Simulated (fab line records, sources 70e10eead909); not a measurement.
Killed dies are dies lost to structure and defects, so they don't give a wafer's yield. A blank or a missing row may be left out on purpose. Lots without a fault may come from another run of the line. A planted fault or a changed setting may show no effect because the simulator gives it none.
Chamber matching | flow nand_harc | NHARC_P_STI_ETCH_15 on rie_si-02: 4 sister chambers
The step etches the open film in HBr/Cl2, target depth 300 nm, time 100.1 s. 18 wafers are shown with their chamber, then 9 later ones without.

WAFERS WITH THEIR CHAMBER
wafer  | chamber | drypump_motor_current_A (A) | oes_product_au (a.u.) | chamber_pressure_mTorr (mTorr)
L074.1 | 3       | 6.4                         | 0.992                 | 14.996
L074.4 | 0       | 6.0                         | 0.999                 | 15.002
L074.6 | 0       | 6.0                         | 1.005                 | 15.011
L075.3 | 0       | 6.1                         | 1.015                 | 15.011
L075.5 | 2       | 5.9                         | 1.024                 | 14.995
L075.6 | 1       | 6.4                         | 1.028                 | 14.999
L078.4 | 2       | 5.9                         | 0.997                 | 14.996
L078.5 | 0       | 6.1                         | 0.999                 | 15.000
L078.6 | 1       | 6.4                         | 1.013                 | 14.993
L084.3 | 1       | 6.4                         | 1.011                 | 14.994
L084.4 | 2       | 5.9                         | 0.993                 | 15.011
L084.5 | 1       | 6.4                         | 1.006                 | 15.021
L085.3 | 2       | 5.9                         | 0.989                 | 15.004
L085.4 | 1       | 6.4                         | 1.009                 | 15.007
L085.5 | 1       | 6.4                         | 1.008                 | 15.007
L087.1 | 0       | 6.0                         | 1.006                 | 15.023
L087.2 | 2       | 5.9                         | 0.990                 | 14.983
L087.4 | 3       | 6.5                         | 0.988                 | 14.997

SIGNATURES (means of the wafers above)
reading                 | chamber 0 | chamber 1 | chamber 2 | chamber 3 | scatter within a chamber
drypump_motor_current_A | 6.040     | 6.400     | 5.900     | 6.450     | 0.0348
oes_product_au          | 1.00480   | 1.01250   | 0.99860   | 0.99000   | 0.0098
chamber_pressure_mTorr  | 15.00940  | 15.00350  | 14.99780  | 14.99650  | 0.00974
Rule: a wafer's distance from a chamber is the root of the sum, over the readings, of the square of ((its reading less the chamber's mean) divided by the reading's scatter). The wafer belongs to the nearest chamber; if the next one is less than 2 further off, it can't be placed. The scatter: the root of (the sum of the squares of (reading less its chamber's mean) over the shown wafers, divided by (wafers less chambers)).

WAFERS WITHOUT THEIR CHAMBER
wafer  | drypump_motor_current_A (A) | oes_product_au (a.u.) | chamber_pressure_mTorr (mTorr)
L093.1 | 6.0                         | 1.043                 | 15.004
L093.2 | 6.4                         | 1.013                 | 15.003
L093.5 | 6.5                         | 0.987                 | 15.003
L096.1 | 6.4                         | 1.009                 | 15.016
L096.3 | 5.9                         | 0.993                 | 15.010
L096.4 | 5.9                         | 0.984                 | 14.993
L097.2 | 5.9                         | 0.988                 | 15.004
L097.5 | 6.4                         | 1.000                 | 14.979
L097.6 | 5.9                         | 0.977                 | 15.003

WHICH CHAMBER EACH WENT THROUGH
wafer  | from the rows above     | in truth
L093.1 | can't be placed: 0 or 2 | 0
L093.2 | 1                       | 1
L093.5 | 3                       | 3
L096.1 | can't be placed: 1 or 3 | 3
L096.3 | 2                       | 2
L096.4 | 2                       | 2
L097.2 | 2                       | 2
L097.5 | can't be placed: 3 or 1 | 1
L097.6 | 2                       | 2
Placed correctly: 6 of 9. Can't be placed from these rows: 3 (the true chamber is among the candidates in 3). Placed wrongly: 0.
